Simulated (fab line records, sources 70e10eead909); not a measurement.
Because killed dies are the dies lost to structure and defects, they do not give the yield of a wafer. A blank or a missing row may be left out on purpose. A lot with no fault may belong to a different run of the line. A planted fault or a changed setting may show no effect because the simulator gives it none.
Matching of chambers :: flow nand-harc :: 3 sister chambers for NHARC_P_CONTACT_DEP_30 on pecvd-03
The step deposits SiNx, target thk 30 nm. 3 wafers are shown with their chamber, then 7 later ones without.

## WAFERS, EACH WITH ITS CHAMBER
wafer: L998.3
chamber: 1
heater-power-w (W): 716

wafer: L108.1
chamber: 2
heater-power-w (W): 782

wafer: L108.2
chamber: 0
heater-power-w (W): 763

## WAFERS WITHOUT THEIR CHAMBER
wafer: L108.5
heater-power-w (W): 746

wafer: L109.1
heater-power-w (W): 611

wafer: L109.2
heater-power-w (W): 724

wafer: L109.3
heater-power-w (W): 758

wafer: L110.1
heater-power-w (W): 740

wafer: L110.2
heater-power-w (W): 730

wafer: L110.6
heater-power-w (W): 710

## WHICH CHAMBER EACH WENT THROUGH
wafer: L108.5
from the rows above: can't be placed: 0 or 1 or 2
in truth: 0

wafer: L109.1
from the rows above: can't be placed: 1 or 0 or 2
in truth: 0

wafer: L109.2
from the rows above: can't be placed: 1 or 0 or 2
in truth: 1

wafer: L109.3
from the rows above: can't be placed: 0 or 2 or 1
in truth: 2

wafer: L110.1
from the rows above: can't be placed: 0 or 1 or 2
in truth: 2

wafer: L110.2
from the rows above: can't be placed: 1 or 0 or 2
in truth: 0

wafer: L110.6
from the rows above: can't be placed: 1 or 0 or 2
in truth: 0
Correct placement for 0 of the 7. Unplaceable from these rows: 7, with the true chamber sitting among the candidates in 7. Number placed wrongly: 0.
How it was worked out, from the rows above alone: a wafer's distance from a chamber is the root of the sum, over the readings, of the square of ((its reading less the chamber's mean) divided by the reading's scatter). If the next closest chamber is less than 2 further off than the closest, the wafer can't be placed; otherwise it belongs to the closest. Each chamber's mean is taken over the wafers shown for it. The scatter: with one shown wafer a chamber, the root of the mean of the squares of how far each hidden wafer lies from its nearest shown one.
